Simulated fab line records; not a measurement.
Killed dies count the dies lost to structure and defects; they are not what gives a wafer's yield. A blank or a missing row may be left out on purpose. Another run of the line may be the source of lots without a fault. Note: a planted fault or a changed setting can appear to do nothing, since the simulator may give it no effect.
Matching of chambers + flow nand_harc + 4 sister chambers for NHARC_A_SGD_CUT_CMP_21 on cmp-03
The step polishes, target thk 148.19 nm. 8 wafers are shown with their chamber, then 10 later ones without.

WAFERS, EACH WITH ITS CHAMBER
| wafer  | chamber | motor_current_A (A) | time_to_endpoint_s (s) |
|--------|---------|---------------------|------------------------|
| L082.3 | 2       | 13.1                | 53                     |
| L082.5 | 3       | 13.7                | 52                     |
| L084.6 | 0       | 12.5                | 49                     |
| L088.3 | 2       | 12.9                | 56                     |
| L088.5 | 0       | 12.3                | 52                     |
| L088.6 | 1       | 12.2                | 50                     |
| L089.1 | 1       | 12.7                | 49                     |
| L089.3 | 3       | 13.9                | 55                     |

WAFERS WITH NO CHAMBER GIVEN
| wafer  | motor_current_A (A) | time_to_endpoint_s (s) |
|--------|---------------------|------------------------|
| L089.6 | 13.0                | 56                     |
| L090.1 | 12.4                | 47                     |
| L090.2 | 13.4                | 55                     |
| L090.6 | 13.2                | 54                     |
| L092.2 | 11.7                | 48                     |
| L092.4 | 12.5                | 45                     |
| L092.5 | 11.7                | 49                     |
| L094.3 | 11.5                | 49                     |
| L094.4 | 13.5                | 55                     |
| L094.5 | 12.9                | 56                     |

WHICH CHAMBER EACH WENT THROUGH
| wafer  | from the rows above     | in truth |
|--------|-------------------------|----------|
| L089.6 | 2                       | 2        |
| L090.1 | can't be placed: 1 or 0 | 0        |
| L090.2 | can't be placed: 2 or 3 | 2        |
| L090.6 | can't be placed: 2 or 3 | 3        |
| L092.2 | can't be placed: 0 or 1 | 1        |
| L092.4 | can't be placed: 1 or 0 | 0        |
| L092.5 | can't be placed: 0 or 1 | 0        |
| L094.3 | can't be placed: 0 or 1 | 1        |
| L094.4 | can't be placed: 3 or 2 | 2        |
| L094.5 | 2                       | 2        |
2 of 10 placed correctly. Not placeable from these rows: 8 (in 8, the candidates include the true chamber). Placed wrongly: 0.
How it was worked out, from the rows above alone: a wafer's distance from a chamber is the root of the sum, over the readings, of the square of ((its reading less the chamber's mean) divided by the reading's scatter). If the next closest chamber is less than 2 further off than the closest, the wafer can't be placed; otherwise it belongs to the closest. The mean given for a chamber averages the wafers shown for that chamber. The scatter: take each reading less its chamber's mean, square it, sum over the shown wafers, divide by the number of wafers less the number of chambers, and take the root.
